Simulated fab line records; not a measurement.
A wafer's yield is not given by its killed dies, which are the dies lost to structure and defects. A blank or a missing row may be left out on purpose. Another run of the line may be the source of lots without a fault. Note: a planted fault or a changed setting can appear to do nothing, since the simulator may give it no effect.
fab line records + flow n5-finfet
record
- lots=5
- wafers=14
- last-day=17
route steps=1938 shown BEOL_M2@848 BEOL_M4@1111
lots untouched by any fault: they come from a run of this same line in which no faults occurred
start-h: the number of hours between the record's first day and the start of the first shown wafer of the lot + wait-h: how many hours have passed since the lot's step before this one + " identical to the entry in the row above + L1.1+2: a row that stands for several wafers + - no value, or no start was given + * or withheld: withheld + < > ~ a bound
route shown NAME@n: a module of which the file shows steps, and the number in the route of the first + usual: average and standard deviation across the fault-free wafers + same: alike in all rows + chamber/n: place in a boat + sites: per-site readings + _std_site: standard deviation across them + _edge_site: outer sites' mean less inner sites' + radius-mm: for every site, how far away it sits from the centre of the wafer + mask NAME#n: copy n + behind: tool/chamber where the wafer was last shaped + hold: what put the lot on hold/how long, in hours/how the hold closed + device: transistor that didn't switch, given as n, p or np + end of line: tests run on the same wafers once the route is complete + a step with no rows: only its recipe + killed: dies lost to structure and defects at the first sort, not the wafer's yield + map: shows each die of a wafer: x if killed, . if not, _ if none is there
set.NAME: setting as actually run; set.NAME@STEP: the setting as run at that earlier step + model.NAME: the simulator's own value behind a step, which no gauge read
lots seen at some steps along the route; tables by step, rows by wafer
services: when a tool's chamber went out of use (start-h, in hours from the record's first day, below 0 if earlier), for how many hours, and the reason
## steps
# step N5_BEOL_M2_COAT_05
# recipe
- resist=CAR-EUV
- spin-rpm=1500
- resist-thk-nm=30
# step N5_BEOL_M2_EBR_07
# recipe
- solvent=PGMEA
- ebr-width-mm=1.5
# step N5_BEOL_M2_SOFTBAKE_06
# recipe
- temp-c=110
- time-s=60
- resist=CAR-EUV
# step N5_BEOL_M2_EXPOSE_08
# recipe
- mask-id=M2
- na=0.33
- source-shape=dipole
- sigma-inner=0.369
- sigma-outer=0.767
- polarization=unpolarized
- dose-mj=41.25
# step N5_BEOL_M2_PEB_09
# recipe
- peb-temp-c=100
- peb-time-s=60
- resist=CAR-EUV
# step N5_BEOL_M2_DEVELOP_10
# recipe
- develop-time-s=30
- developer=TMAH
- resist=CAR-EUV
- rinse-liquid=surfactant-rinse
- dry=air-spin
- dev-temp-c=23
# step N5_BEOL_M2_CD_MEAS_11
# recipe
- target-cd-nm=16.79
- landing-energy-ev=500
- detector=se-inlens
- polarity=opening
# usual
- cd-nm=16.77/0.2
| lot.wafer | tool      | chamber | start-h | wait-h | cd-nm |
|-----------|-----------|---------|---------|--------|-------|
| L480.1    | cd-sem-02 | 0       | 154.45  | -      | 16.66 |
| L480.3    | "         | 0       | "       | "      | 17.03 |
| L480.6    | "         | 0       | "       | "      | 16.62 |
| L481.2    | cd-sem-03 | 0       | 159.17  | -      | 17.01 |
| L481.4    | "         | 0       | "       | "      | 16.31 |
| L481.6    | "         | 0       | "       | "      | 16.72 |
| L484.1    | cd-sem-02 | 0       | 179.19  | -      | 17.12 |
| L484.4    | "         | 0       | "       | "      | 16.97 |
| L484.6    | "         | 0       | "       | "      | 17.10 |
| L497.3    | cd-sem-01 | 0       | 244.87  | -      | 16.56 |
| L497.6    | "         | 0       | "       | "      | 16.71 |
| L501.1    | cd-sem-01 | 0       | 276.50  | -      | 16.53 |
| L501.2    | "         | 0       | "       | "      | 16.30 |
| L501.3    | "         | 0       | "       | "      | 16.89 |
# step N5_BEOL_M2_OVL_MEAS_12
# recipe
- points-per-wafer=522
# usual
- M2_OVL=0.1/0.76
| lot.wafer | tool       | chamber | start-h | wait-h | M2_OVL[nm] |
|-----------|------------|---------|---------|--------|------------|
| L480.1    | overlay-02 | 0       | 154.48  | 0.0    | -0.3       |
| L480.3    | "          | 0       | "       | "      | -0.9       |
| L480.6    | "          | 0       | "       | "      | 0.5        |
| L481.2    | overlay-01 | 0       | 159.21  | 0.0    | 0.2        |
| L481.4    | "          | 0       | "       | "      | 1.0        |
| L481.6    | "          | 0       | "       | "      | -1.0       |
| L484.1    | overlay-02 | 0       | 179.22  | 0.0    | 0.5        |
| L484.4    | "          | 0       | "       | "      | 0.2        |
| L484.6    | "          | 0       | "       | "      | 0.2        |
| L497.3    | overlay-02 | 0       | 244.91  | 0.0    | -0.4       |
| L497.6    | "          | 0       | "       | "      | 1.1        |
| L501.1    | overlay-02 | 0       | 276.53  | 0.0    | -0.1       |
| L501.2    | "          | 0       | "       | "      | 0.0        |
| L501.3    | "          | 0       | "       | "      | 1.0        |
# step N5_BEOL_M2_INSPECT_13
# recipe
- mode=adi
- inspect-instrument=brightfield
# usual
- raw-defect-count=453/110
| lot.wafer | tool              | chamber | start-h | wait-h | raw-defect-count |
|-----------|-------------------|---------|---------|--------|------------------|
| L480.1    | defect-inspect-02 | -       | 154.54  | 0.1    | 324              |
| L480.3    | "                 | -       | "       | "      | 368              |
| L480.6    | "                 | -       | "       | "      | 284              |
| L481.2    | defect-inspect-01 | -       | 159.26  | 0.0    | 413              |
| L481.4    | "                 | -       | "       | "      | 327              |
| L481.6    | "                 | -       | "       | "      | 378              |
| L484.1    | defect-inspect-01 | -       | 179.28  | 0.1    | 479              |
| L484.4    | "                 | -       | "       | "      | 417              |
| L484.6    | "                 | -       | "       | "      | 405              |
| L497.3    | defect-inspect-01 | -       | 244.96  | 0.0    | 537              |
| L497.6    | "                 | -       | "       | "      | 344              |
| L501.1    | defect-inspect-02 | -       | 276.59  | 0.1    | 497              |
| L501.2    | "                 | -       | "       | "      | 644              |
| L501.3    | "                 | -       | "       | "      | 737              |
# step N5_BEOL_M2_DESCUM_16
# recipe
- chemistry=O2
- time-s=7
- source-power-w=50
- bias-power-w=20
- pressure-mtorr=20
- rf-frequency-hz=2.712e+07
- temp-c=40
- resist=CAR-EUV
- o2-flow-sccm=225
# usual
- drypump-motor-current-A=5.9/0.47
- oes-product-au=0.78/0.08
- rf-fwd-power-W=49.47/0.19
- rf-vpp-V=243.2/1.5
- showerhead-plenum-p-Torr=2.10/0.079
- throttle-valve-pct=20.32/0.24
| lot.wafer | tool        | chamber | start-h | wait-h | drypump-motor-current-A | oes-product-au | rf-fwd-power-W | rf-hours-counter-h | rf-vpp-V | showerhead-plenum-p-Torr | throttle-valve-pct |
|-----------|-------------|---------|---------|--------|-------------------------|----------------|----------------|--------------------|----------|--------------------------|--------------------|
| L480.1    | rie-diel-03 | 2       | 154.58  | 0.0    | 6.6                     | 0.72           | 49.71          | 199                | 244.6    | 2.16                     | 20.71              |
| L480.3    | "           | 3       | "       | "      | 6.3                     | 0.79           | 49.48          | 120                | 242.8    | 2.02                     | 20.30              |
| L480.6    | "           | 3       | "       | "      | 6.3                     | 0.79           | 49.43          | -                  | 241.7    | 2.02                     | 20.28              |
| L481.2    | rie-diel-05 | 2       | 159.29  | 0.0    | 6.3                     | 0.70           | 49.32          | 189                | 242.4    | 2.08                     | 20.55              |
| L481.4    | "           | 1       | "       | "      | 6.1                     | 0.70           | 49.82          | -                  | 242.8    | 2.06                     | 20.48              |
| L481.6    | "           | 3       | "       | "      | 5.4                     | 0.73           | 49.17          | -                  | 241.4    | 2.07                     | 20.52              |
| L484.1    | rie-diel-01 | 2       | 179.51  | 0.2    | 5.4                     | 0.82           | 49.46          | 74                 | 247.0    | 2.22                     | 20.22              |
| L484.4    | "           | 3       | "       | "      | 5.1                     | 0.81           | 49.55          | -                  | 245.3    | 2.21                     | 20.05              |
| L484.6    | "           | 2       | "       | "      | 5.4                     | 0.83           | 49.36          | -                  | 244.9    | 2.22                     | 20.21              |
| L497.3    | rie-diel-03 | 1       | 244.99  | 0.0    | 5.7                     | 0.78           | 49.57          | 124                | 243.9    | 2.19                     | 20.11              |
| L497.6    | "           | 3       | "       | "      | 6.3                     | 0.77           | 49.71          | -                  | 243.2    | 2.01                     | 20.31              |
| L501.1    | rie-diel-01 | 1       | 276.63  | 0.0    | 6.1                     | 0.70           | 49.42          | 229                | 242.2    | 1.98                     | 20.31              |
| L501.2    | "           | 0       | "       | "      | 5.5                     | 0.89           | 49.48          | 30                 | 244.0    | 2.13                     | 19.83              |
| L501.3    | "           | 2       | "       | "      | 5.4                     | 0.79           | 49.52          | 108                | 244.5    | 2.21                     | 20.28              |
# step N5_BEOL_M2_ETCH_74
# recipe
- chemistry=N2/H2
- target=underlayer
- target-depth-a=65
- mask-material=CAR-EUV
- time-s=5.2
- ion-energy-ev=200
- pressure-mtorr=30
- source-w=840
- bias-w=150
- n2-flow-sccm=200
- h2-flow-sccm=200
- ends=cleared
# usual
- bias-w=150.0/0.42
- drypump-motor-current-A=5.9/0.47
- etch-rf-on-time-s=5.26/0.084
- oes-product-au=0.66/0.07
- rf-fwd-power-W=819.0/2.5
- rf-vpp-V=524.2/2.7
- showerhead-plenum-p-Torr=2.55/0.097
- throttle-valve-pct=17.75/0.28
| lot.wafer | tool        | chamber | start-h | wait-h | bias-w | drypump-motor-current-A | etch-rf-on-time-s | oes-product-au | rf-fwd-power-W | rf-hours-counter-h | rf-vpp-V | showerhead-plenum-p-Torr | throttle-valve-pct |
|-----------|-------------|---------|---------|--------|--------|-------------------------|-------------------|----------------|----------------|--------------------|----------|--------------------------|--------------------|
| L480.1    | rie-diel-03 | 2       | 154.61  | 0.0    | 150.8  | 6.6                     | 5.23              | 0.60           | 818.9          | 199                | 525.9    | 2.63                     | 18.23              |
| L480.3    | "           | 3       | "       | "      | 150.3  | 6.3                     | 5.17              | 0.68           | 818.7          | 120                | 521.2    | 2.44                     | 17.62              |
| L480.6    | "           | 3       | "       | "      | 150.4  | 6.3                     | 5.22              | 0.67           | 819.9          | -                  | 522.3    | 2.44                     | 17.65              |
| L481.2    | rie-diel-05 | 2       | 159.33  | 0.0    | 149.6  | 6.3                     | 5.34              | 0.60           | 823.0          | 189                | 524.9    | 2.53                     | 18.05              |
| L481.4    | "           | 1       | "       | "      | 150.5  | 6.1                     | 5.18              | 0.61           | 823.5          | -                  | 521.5    | 2.50                     | 18.01              |
| L481.6    | "           | 3       | "       | "      | 150.7  | 5.4                     | 5.34              | 0.60           | 822.3          | -                  | 524.5    | 2.54                     | 18.03              |
| L484.1    | rie-diel-01 | 2       | 179.54  | 0.0    | 150.1  | 5.3                     | 5.13              | 0.70           | 818.7          | 74                 | 527.6    | 2.69                     | 17.62              |
| L484.4    | "           | 3       | "       | "      | 149.5  | 5.1                     | 5.24              | 0.70           | 821.9          | -                  | 527.9    | 2.69                     | 17.66              |
| L484.6    | "           | 2       | "       | "      | 148.9  | 5.4                     | 5.18              | 0.71           | 817.2          | -                  | 526.0    | 2.69                     | 17.62              |
| L497.3    | rie-diel-03 | 1       | 245.03  | 0.0    | 149.4  | 5.7                     | 5.24              | 0.66           | 817.1          | 124                | 527.2    | 2.65                     | 17.40              |
| L497.6    | "           | 3       | "       | "      | 149.8  | 6.2                     | 5.20              | 0.65           | 819.3          | -                  | 521.8    | 2.43                     | 17.68              |
| L501.1    | rie-diel-01 | 1       | 276.66  | 0.0    | 150.4  | 6.1                     | 5.38              | 0.59           | 821.7          | 229                | 519.4    | 2.41                     | 17.71              |
| L501.2    | "           | 0       | "       | "      | 150.1  | 5.5                     | 5.22              | 0.75           | 817.6          | 30                 | 526.4    | 2.60                     | 17.25              |
| L501.3    | "           | 2       | "       | "      | 149.8  | 5.3                     | 5.18              | 0.67           | 825.2          | 108                | 528.8    | 2.67                     | 17.70              |
# step N5_BEOL_M2_ETCH_63
# recipe
- chemistry=CF4
- target=SiARC
- target-depth-a=156
- mask-material=CAR-EUV
- time-s=26
- ion-energy-ev=80
- pressure-mtorr=40
- source-w=545
- bias-w=36
- Ar_flow_sccm=100
- cf4-flow-sccm=100
- ends=cleared
# usual
- bias-w=36.01/0.1
- cf4-flow-sccm=100.05/0.28
- drypump-motor-current-A=5.9/0.47
- etch-rf-on-time-s=26.3/0.39
- oes-product-au=0.66/0.07
- rf-fwd-power-W=532.5/2.2
- rf-vpp-V=184.2/1.2
- showerhead-plenum-p-Torr=2.15/0.077
- throttle-valve-pct=15.54/0.25
| lot.wafer | tool        | chamber | start-h | wait-h | bias-w | cf4-flow-sccm | drypump-motor-current-A | etch-rf-on-time-s | oes-product-au | rf-fwd-power-W | rf-hours-counter-h | rf-vpp-V | showerhead-plenum-p-Torr | throttle-valve-pct |
|-----------|-------------|---------|---------|--------|--------|---------------|-------------------------|-------------------|----------------|----------------|--------------------|----------|--------------------------|--------------------|
| L480.1    | rie-diel-03 | 2       | 154.63  | 0.0    | 35.94  | 100.52        | 6.6                     | 26.2              | 0.61           | 532.4          | 199                | 184.4    | 2.21                     | 15.93              |
| L480.3    | "           | 3       | "       | "      | 35.70  | 100.29        | 6.3                     | 25.8              | 0.67           | 530.9          | 120                | 182.6    | 2.07                     | 15.50              |
| L480.6    | "           | 3       | "       | "      | 35.97  | 100.64        | 6.3                     | 25.8              | 0.68           | 532.3          | -                  | 182.5    | 2.07                     | 15.49              |
| L481.2    | rie-diel-05 | 2       | 159.34  | 0.0    | 36.12  | 99.96         | 6.3                     | 26.7              | 0.60           | 533.7          | 189                | 183.3    | 2.14                     | 15.78              |
| L481.4    | "           | 1       | "       | "      | 36.04  | 100.24        | 6.2                     | 26.0              | 0.61           | 533.6          | -                  | 183.1    | 2.11                     | 15.76              |
| L481.6    | "           | 3       | "       | "      | 35.85  | 100.15        | 5.4                     | 26.4              | 0.62           | 532.4          | -                  | 185.7    | 2.13                     | 15.77              |
| L484.1    | rie-diel-01 | 2       | 179.56  | 0.0    | 35.94  | 99.76         | 5.4                     | 26.3              | 0.70           | 532.9          | 74                 | 184.3    | 2.26                     | 15.35              |
| L484.4    | "           | 3       | "       | "      | 36.08  | 99.49         | 5.1                     | 26.5              | 0.69           | 534.7          | -                  | 186.3    | 2.25                     | 15.27              |
| L484.6    | "           | 2       | "       | "      | 35.93  | 99.80         | 5.4                     | 26.1              | 0.70           | 529.5          | -                  | 185.0    | 2.26                     | 15.35              |
| L497.3    | rie-diel-03 | 1       | 245.04  | 0.0    | 36.07  | 100.05        | 5.6                     | 26.1              | 0.66           | 530.8          | 124                | 184.9    | 2.24                     | 15.34              |
| L497.6    | "           | 3       | "       | "      | 36.00  | 100.01        | 6.3                     | 25.8              | 0.65           | 530.9          | -                  | 184.1    | 2.06                     | 15.54              |
| L501.1    | rie-diel-01 | 1       | 276.68  | 0.0    | 35.96  | 100.20        | 6.1                     | 26.8              | 0.58           | 531.2          | 229                | 182.4    | 2.04                     | 15.61              |
| L501.2    | "           | 0       | "       | "      | 35.94  | 100.15        | 5.5                     | 26.2              | 0.76           | 531.0          | 30                 | 184.4    | 2.19                     | 15.07              |
| L501.3    | "           | 2       | "       | "      | 36.09  | 99.69         | 5.3                     | 26.1              | 0.68           | 532.5          | 108                | 184.9    | 2.25                     | 15.40              |
# step N5_BEOL_M2_ETCH_64
# recipe
- chemistry=N2/H2
- target=SOC
- target-depth-a=750
- overetch-a=225
- mask-material=SiARC
- temp-c=40
- time-s=121.9
- ion-energy-ev=200
- pressure-mtorr=30
- source-w=840
- bias-w=150
- n2-flow-sccm=200
- h2-flow-sccm=200
# usual
- bias-w=150.0/0.47
- drypump-motor-current-A=5.9/0.47
- oes-product-au=0.59/0.058
- rf-fwd-power-W=837.2/2.4
- rf-vpp-V=524.2/2.7
- showerhead-plenum-p-Torr=2.55/0.097
- throttle-valve-pct=17.71/0.28
| lot.wafer | tool        | chamber | start-h | wait-h | bias-w | drypump-motor-current-A | oes-product-au | rf-fwd-power-W | rf-hours-counter-h | rf-vpp-V | showerhead-plenum-p-Torr | throttle-valve-pct | model.SiARC_of_BEOL_M2_COAT_62.thk-nm |
|-----------|-------------|---------|---------|--------|--------|-------------------------|----------------|----------------|--------------------|----------|--------------------------|--------------------|---------------------------------------|
| L480.1    | rie-diel-03 | 2       | 154.66  | 0.0    | 149.2  | 6.6                     | 0.54           | 838.0          | 199                | 526.2    | 2.63                     | 18.20              | 6.4                                   |
| L480.3    | "           | 3       | "       | "      | 150.3  | 6.3                     | 0.60           | 833.4          | 120                | 521.4    | 2.44                     | 17.59              | 6.4                                   |
| L480.6    | "           | 3       | "       | "      | 150.6  | 6.2                     | 0.60           | 835.3          | -                  | 522.3    | 2.44                     | 17.59              | 6.4                                   |
| L481.2    | rie-diel-05 | 2       | 159.37  | 0.0    | 150.1  | 6.3                     | 0.54           | 834.9          | 189                | 524.1    | 2.53                     | 17.99              | 6.6                                   |
| L481.4    | "           | 1       | "       | "      | 150.4  | 6.2                     | 0.53           | 836.8          | -                  | 521.9    | 2.50                     | 17.99              | 6.4                                   |
| L481.6    | "           | 3       | "       | "      | 150.1  | 5.4                     | 0.56           | 836.2          | -                  | 523.7    | 2.54                     | 17.99              | 6.6                                   |
| L484.1    | rie-diel-01 | 2       | 179.59  | 0.0    | 149.9  | 5.4                     | 0.63           | 836.8          | 74                 | 528.0    | 2.69                     | 17.58              | 6.4                                   |
| L484.4    | "           | 3       | "       | "      | 149.4  | 5.1                     | 0.62           | 836.9          | -                  | 527.9    | 2.69                     | 17.63              | 6.4                                   |
| L484.6    | "           | 2       | "       | "      | 149.9  | 5.4                     | 0.63           | 838.5          | -                  | 528.9    | 2.69                     | 17.57              | 6.4                                   |
| L497.3    | rie-diel-03 | 1       | 245.07  | 0.0    | -      | 5.7                     | 0.61           | -              | 124                | 527.0    | 2.65                     | 17.37              | 6.6                                   |
| L497.6    | "           | 3       | "       | "      | 150.0  | 6.3                     | 0.58           | 840.9          | -                  | 520.6    | 2.43                     | 17.64              | 6.2                                   |
| L501.1    | rie-diel-01 | 1       | 276.71  | 0.0    | 149.8  | 6.1                     | 0.53           | 838.7          | 229                | 521.1    | 2.41                     | 17.71              | 6.6                                   |
| L501.2    | "           | 0       | "       | "      | 149.9  | 5.5                     | 0.67           | 835.8          | 30                 | 524.9    | 2.60                     | 17.21              | 6.4                                   |
| L501.3    | "           | 2       | "       | "      | 150.1  | 5.4                     | 0.59           | 838.1          | 108                | 527.0    | 2.67                     | 17.64              | 6.2                                   |
# step N5_BEOL_M2_STRIP_65
# recipe
- chemistry=N2/H2
- temp-c=40
- n2-flow-sccm=200
- h2-flow-sccm=200
- rf-frequency-hz=6e+07
# step N5_BEOL_M4_RC_MEAS_101
# usual
- DIBL_N=36.3/1.4
- DIBL_P=35.7/1.5
- IOFF_N=0.155/0.022
- IOFF_P=0.204/0.027
- ION_N=671/9
- ION_P=459/6.2
- SS_N=71.5/0.54
- SS_P=73.1/0.56
- VT_N=250.2/2.6
- VT_P=-251/3.3
| lot.wafer | tool      | chamber | start-h | wait-h | DIBL_N[mV/V] | DIBL_P[mV/V] | IOFF_N[nA/um] | IOFF_P[nA/um] | ION_N[uA/um] | ION_P[uA/um] | SS_N[mV/dec] | SS_P[mV/dec] | VT_N[mV] | VT_P[mV] |
|-----------|-----------|---------|---------|--------|--------------|--------------|---------------|---------------|--------------|--------------|--------------|--------------|----------|----------|
| L480.1    | prober-01 | 0       | 186.65  | 0.0    | 35.3         | 35.6         | 0.161         | 0.217         | 673          | 463          | 71.2         | 72.8         | 246.7    | -247     |
| L480.3    | "         | 0       | "       | "      | 37.1         | 37.4         | 0.202         | 0.257         | 692          | 475          | 72.0         | 73.7         | 246.3    | -248     |
| L480.6    | "         | 0       | "       | "      | 37.3         | 37.0         | 0.201         | 0.250         | 680          | 468          | 71.5         | 73.3         | 248.6    | -248     |
| L481.2    | prober-02 | 0       | 189.28  | 0.2    | 36.4         | 36.6         | 0.172         | 0.187         | 686          | 458          | 71.3         | 72.9         | 246.6    | -255     |
| L481.4    | "         | 0       | "       | "      | 37.3         | 37.7         | 0.193         | 0.204         | 680          | 460          | 71.7         | 73.3         | 246.3    | -249     |
| L481.6    | "         | 0       | "       | "      | 36.6         | 36.6         | 0.175         | 0.199         | 688          | 465          | 70.5         | 73.0         | 246.0    | -252     |
| L484.1    | prober-01 | 0       | 209.81  | 0.0    | 38.9         | 37.3         | 0.190         | 0.235         | 672          | 457          | 73.2         | 73.7         | 249.6    | -247     |
| L484.4    | "         | 0       | "       | "      | 38.5         | 37.5         | 0.190         | 0.238         | 684          | 461          | 72.6         | 73.1         | 247.2    | -247     |
| L484.6    | "         | 0       | "       | "      | 38.0         | 36.5         | 0.163         | 0.220         | 660          | 453          | 72.0         | 73.7         | 249.8    | -251     |
| L497.3    | prober-02 | 0       | 285.27  | 0.3    | 36.9         | 36.8         | 0.151         | 0.197         | 663          | 456          | 72.1         | 72.8         | 251.0    | -252     |
| L497.6    | "         | 0       | "       | "      | 35.9         | 36.0         | 0.143         | 0.194         | 663          | 457          | 71.1         | 72.4         | 253.7    | -251     |
| L501.1    | prober-01 | 0       | 307.18  | 0.0    | 36.2         | 35.0         | 0.150         | 0.181         | 667          | 449          | 71.7         | 72.0         | 252.0    | -255     |
| L501.2    | "         | 0       | "       | "      | 36.1         | 34.8         | 0.150         | 0.182         | 665          | 453          | 71.3         | 72.3         | 251.1    | -255     |
| L501.3    | "         | 0       | "       | "      | 35.6         | 35.9         | 0.145         | 0.186         | 670          | 461          | 71.3         | 72.7         | 251.7    | -253     |
## services
| tool        | chamber | start-h | hours | kind                          |
|-------------|---------|---------|-------|-------------------------------|
| rie-diel-03 | 2       | 134.14  | 4.8   | repair                        |
| rie-diel-01 | 0       | 162.56  | -     | clean                         |
| rie-diel-01 | 0       | 162.56  | -     | consumable-replace:esc        |
| rie-diel-01 | 0       | 162.56  | -     | consumable-replace:focus-ring |
| rie-diel-01 | 0       | 162.56  | 21.0  | scheduled-down                |
| rie-diel-01 | 0       | 162.56  | 21.0  | vent-cycle                    |
| rie-diel-05 | 1       | 202.25  | -     | clean                         |
| rie-diel-05 | 1       | 202.25  | -     | consumable-replace:focus-ring |
| rie-diel-05 | 1       | 202.25  | 14.5  | scheduled-down                |
| rie-diel-05 | 1       | 202.25  | 14.5  | vent-cycle                    |
| rie-diel-01 | 0       | 225.59  | 5.0   | repair                        |
| rie-diel-01 | 1       | 246.01  | 6.7   | repair                        |
| rie-diel-05 | 0       | 261.01  | -     | clean                         |
| rie-diel-05 | 0       | 261.01  | -     | consumable-replace:focus-ring |
| rie-diel-05 | 0       | 261.01  | 24.8  | scheduled-down                |
| rie-diel-05 | 0       | 261.01  | 24.8  | vent-cycle                    |
## key
first-sign none at tools or gauges
model-effect
- step=N5_BEOL_M2_ETCH_64
- value=SiARC_of_BEOL_M2_COAT_62.thk-nm
- without=6.2
- struck=6.6
met-at N5_BEOL_M2_ETCH_64
struck-wafers L497.3
onset-between 154.66 245.07
fault
- kind=process-parameter-drift
- tool=rie-diel-03
- chamber=-
- onset-h=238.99
- steps=N5_BEOL_M2_ETCH_64
- channel=time-s
- offset=*
- shape=step
- end-h=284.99
- scope=struck-wafers-only
- acts-in=*
- stated=*
